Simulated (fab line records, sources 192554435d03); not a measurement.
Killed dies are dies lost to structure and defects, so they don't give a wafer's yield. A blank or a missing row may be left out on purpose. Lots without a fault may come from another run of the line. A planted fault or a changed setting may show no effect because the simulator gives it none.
One fault seen from 2 desks | flow n5_finfet | each desk has only its own numbers; what lay behind them comes last

THE TOOL OWNER'S DESK: litho_track-01
The tool's own readings at N5_BEOL_M9_COAT_63 (time 60 s, resist thk 60 nm): means of the sampled wafers that have a number, for each lot that ran on this tool. A lot is out of limits, marked OUT, if its mean lies more than 4 standard deviations from the usual mean; the brackets give that distance.
Columns: A = dispense_pressure_kPa at N5_BEOL_M9_COAT_63, usual 48 kPa; B = exhaust_pa at N5_BEOL_M9_COAT_63, usual 45.2 Pa; C = spin_speed_rpm at N5_BEOL_M9_COAT_63, usual 1500.1 rpm
lot  | first seen here | A  | B    | C
L212 | day 10 05:18    | 52 | 44.8 | 1501.2
L225 | day 12 22:07    | 52 | 44.9 | 1462.0 (-41) OUT
L224 | day 13 00:23    | 52 | 45.7 | 1462.9 (-40) OUT
This desk's finding: out of limits on L224, L225; first on L225, day 12 22:07 (spin_speed_rpm at N5_BEOL_M9_COAT_63). In limits: L212.

THE METROLOGY DESK
What the gauges read, lot by lot, whatever tool the lot ran on: means of the sampled wafers that have a number. A lot is out of limits, marked OUT, if its mean lies more than 4 standard deviations from the usual mean; the brackets give that distance.
Columns: A = cd_nm at N5_BEOL_M9_CD_MEAS_18, usual 70.1 nm; B = V8_OVL at N5_BEOL_M9_OVL_MEAS_29, usual 0.5 nm
lot  | first seen here | A    | B
L211 | day 9 21:53     | 70.6 | 0.9
L212 | day 10 03:14    | 68.8 | 0.5
L215 | day 10 14:15    | 70.3 | 0.5
L222 | day 12 14:06    | 70.4 | 0.1
L225 | day 12 20:49    | 69.9 | 1.1
L224 | day 13 00:08    | 70.7 | 0.0
L227 | day 14 04:02    | 70.2 | 0.1
L230 | day 14 12:53    | 69.6 | 0.9
L231 | day 14 14:04    | 69.9 | -0.9
L233 | day 15 01:22    | 70.0 | 0.3
L232 | day 15 14:23    | 70.2 | -0.1
This desk's finding: nothing out of limits on any of the 11 lots.

PUT TOGETHER
The tool owner's desk could have raised an alarm at day 12 22:07, on L224, L225.
The metrology desk saw nothing out of limits.
The metrology desk has L224, L225 on record, within its limits.
Of the lots named, all ran N5_BEOL_M9_COAT_63 on litho_track-01.

WHAT THE SIMULATOR HAD PUT IN
Process parameter drift: litho_track-01, from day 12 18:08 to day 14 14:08, at N5_BEOL_M9_COAT_63. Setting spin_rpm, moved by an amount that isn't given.
Lots struck among those shown: L224, L225.
Hours from the fault's start to each desk's first reading out of limits: the tool owner's desk, 4.
